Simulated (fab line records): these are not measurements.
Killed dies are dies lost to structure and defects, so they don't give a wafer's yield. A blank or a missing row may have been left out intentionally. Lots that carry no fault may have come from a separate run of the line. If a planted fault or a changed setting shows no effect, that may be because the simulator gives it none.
A lot that was struck, set against a sound lot + flow nand_harc + 15 out of 1302 route steps
Sound: the wafers L963.1, L963.3, L963.4. Wafers struck: L974.2, L974.4, L974.6. The cause is given at the end.
Each step with rows lists, per side, the tool, then ch with its chambers, then its first start. Under that, the readings that differ: sound wafers + struck wafers + difference of the means + sigmas: that difference in standard deviations of wafers without a fault.
alike: words and numbers the same on both sides, and readings whose means are apart by under 2 such deviations; not compared: readings that were withheld, readings missing a value for some wafer, numbers with overlapping values and no deviation given by the record, and bounds like >300 which may hide the same value.
The two part at a step that has a row with sigmas, a row that says differs or no value, or rows on one side only. Non-overlapping numbers with no deviation appear without sigmas and do not part them. A reading missing from all wafers of one side parts the sides only when that side holds two or more wafers.

first, 1 step without rows for these wafers: NHARC_A_ONON_D1_DEP_00 (target thk 1000 nm).
NHARC_A_ONON_D1_THK_MEAS_02: measures by ellipsometry.
  sound: film_metro-01 at day 9 20:21; struck: film_metro-01 at day 14 17:54
| reading     | sound          | struck      | difference | sigmas |
|-------------|----------------|-------------|------------|--------|
| thk_nm (nm) | 1002 1003 1004 | 983 983 981 | -21        | -2     |
then, no rows for these wafers at 1 step: NHARC_A_ONON_D1_DEP_03 (target thk 1000 nm).
NHARC_A_ONON_D1_THK_MEAS_05: measures by ellipsometry.
  sound: film_metro-02 at day 9 20:55; struck: film_metro-02 at day 14 18:28
  alike: thk_nm
then, no rows for these wafers at 1 step: NHARC_A_ONON_D1_DEP_06 (target thk 1000 nm).
NHARC_A_ONON_D1_THK_MEAS_08: measures by ellipsometry.
  sound: film_metro-02 at day 9 21:29; struck: film_metro-01 at day 14 19:02
  alike: thk_nm
then, no rows for these wafers at 1 step: NHARC_A_ONON_D1_DEP_09 (target thk 1000 nm).
NHARC_A_ONON_D1_THK_MEAS_11: measures by ellipsometry.
  sound: film_metro-02 at day 9 22:03; struck: film_metro-02 at day 14 19:37
  alike: thk_nm
then, no rows for these wafers at 1 step: NHARC_A_ONON_D1_DEP_12 (target thk 1000 nm).
NHARC_A_ONON_D1_THK_MEAS_14: measures by ellipsometry.
  sound: film_metro-02 at day 9 22:37; struck: film_metro-02 at day 14 20:11
| reading     | sound          | struck      | difference | sigmas |
|-------------|----------------|-------------|------------|--------|
| thk_nm (nm) | 1012 1013 1011 | 993 993 993 | -19        | -2     |
then, 1 step without rows for these wafers: NHARC_A_ONON_D1_ANNEAL_15 (time 3600 s).
NHARC_A_ONON_D1_DEP_16: target thk 1000 nm.
  sound on pecvd_onon-02 ch 0, day 10 05:54; struck on pecvd_onon-01 ch 0, day 15 04:15
  alike: susceptor_temp_C
NHARC_A_ONON_D1_THK_MEAS_18: measures by ellipsometry.
  sound: film_metro-01 at day 10 06:25; struck: film_metro-02 at day 15 04:42
| reading     | sound       | struck         | difference | sigmas |
|-------------|-------------|----------------|------------|--------|
| thk_nm (nm) | 989 992 990 | 1571 1572 1573 | +582       | +53    |
then, no rows for these wafers at 1 step: NHARC_A_ONON_D1_DEP_19 (target thk 1000 nm).
-- jump in the record: it breaks off in module A_ONON_D1 and resumes in module END (first step shown: number 1302 of the route), and 17 days separate the struck wafers' starts before and after --
NHARC_END_SORT_01:
  at this point the record logs the struck wafers (prober-01 ch 0, day 31 22:00) and has no rows for the sound ones

== WHERE THEY PART ==
At NHARC_A_ONON_D1_THK_MEAS_02 first; at NHARC_END_SORT_01 last (within this record only).

WHY: whatever the simulator had introduced
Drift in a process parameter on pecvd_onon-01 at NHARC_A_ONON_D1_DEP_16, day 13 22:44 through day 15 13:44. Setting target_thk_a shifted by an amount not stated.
